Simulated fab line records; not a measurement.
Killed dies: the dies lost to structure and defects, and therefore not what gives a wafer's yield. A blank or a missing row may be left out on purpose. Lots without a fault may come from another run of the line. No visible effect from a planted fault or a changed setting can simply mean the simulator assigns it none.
A single fault, viewed from 3 desks    flow nandHarc    numbers are kept per desk, each desk with only its own; the story behind them comes last

== FROM THE METROLOGY DESK ==
What the gauges read for every lot (on any tool): the sampled wafers with a number, averaged. Marked OUT: a lot whose mean sits more than 4 standard deviations from the usual mean, which makes it out of limits; the brackets give that distance.
Columns: A = cdNm at NHARC_A_SLIT_CD_MEAS_09, usual 300.2 nm
lot   first seen here  A
L397  day 19 17:09     300.8
L401  day 20 19:01     299.8
L400  day 20 22:47     299.9
L402  day 20 23:20     300.1
L404  day 21 15:23     300.1
L403  day 21 16:52     300.3
L405  day 23 00:28     300.2
L407  day 23 21:15     300.6
L409  day 24 20:16     299.7
L411  day 25 18:12     300.2
L412  day 25 18:20     300.1
L419  day 28 18:28     300.4
L420  day 29 19:07     300.2
Result from this desk: across the 13 lots, nothing is out of limits.

== THE DEFECT DESK ==
Lot by lot, what the route's inspections counted, given as the mean of those sampled wafers with a number. Marked OUT: a lot whose mean sits more than 4 standard deviations from the usual mean, which makes it out of limits; the brackets give that distance.
Columns: A = rawDefectCount at NHARC_A_SLIT_INSPECT_11, usual 62
lot   first seen here  A
L397  day 19 17:16     119
L401  day 20 19:08     80
L400  day 20 22:55     22
L402  day 20 23:28     68
L404  day 21 15:31     82
L403  day 21 16:59     68
L405  day 23 00:35     61
L407  day 23 21:22     16
L409  day 24 20:23     22
L411  day 25 18:19     100
L412  day 25 18:28     20
L419  day 28 18:36     50
L420  day 29 19:14     73
Result from this desk: across the 13 lots, nothing is out of limits.

== FOR THE TOOL OWNER'S DESK: aldMetal-03 ==
The tool's own readings at NHARC_A_WL_FILL_ALD_02 (deposits TiN, target thk 2 nm, pulse time 3 s, ald cycles 100): means of the sampled wafers that have a number, for each lot that ran on this tool. Marked OUT: a lot whose mean sits more than 4 standard deviations from the usual mean, which makes it out of limits; the brackets give that distance.
Columns: A = heaterPowerOuterW at NHARC_A_WL_FILL_ALD_02, usual 669 W; B = heaterPowerW at NHARC_A_WL_FILL_ALD_02, usual 1041 W; C = precursorPulseHeightRel at NHARC_A_WL_FILL_ALD_02, usual 1.001
lot   first seen here  A    B     C
L400  day 21 12:23     624  984   1.016
L404  day 22 05:23     602  963   1.012
L405  day 23 17:02     656  1004  0.995
L407  day 24 11:01     674  1021  1.022
L409  day 25 09:26     652  1034  0.986
L411  day 26 07:54     594  997   0.990
L412  day 26 12:26     611  956   0.994
Result from this desk: across the 7 lots, nothing is out of limits.

== TAKEN TOGETHER ==
Nothing out of limits was seen by the metrology desk.
Nothing out of limits was seen by the defect desk.
The desk of the tool owner found nothing out of limits.

== WHAT WAS PUT IN BY THE SIMULATOR ==
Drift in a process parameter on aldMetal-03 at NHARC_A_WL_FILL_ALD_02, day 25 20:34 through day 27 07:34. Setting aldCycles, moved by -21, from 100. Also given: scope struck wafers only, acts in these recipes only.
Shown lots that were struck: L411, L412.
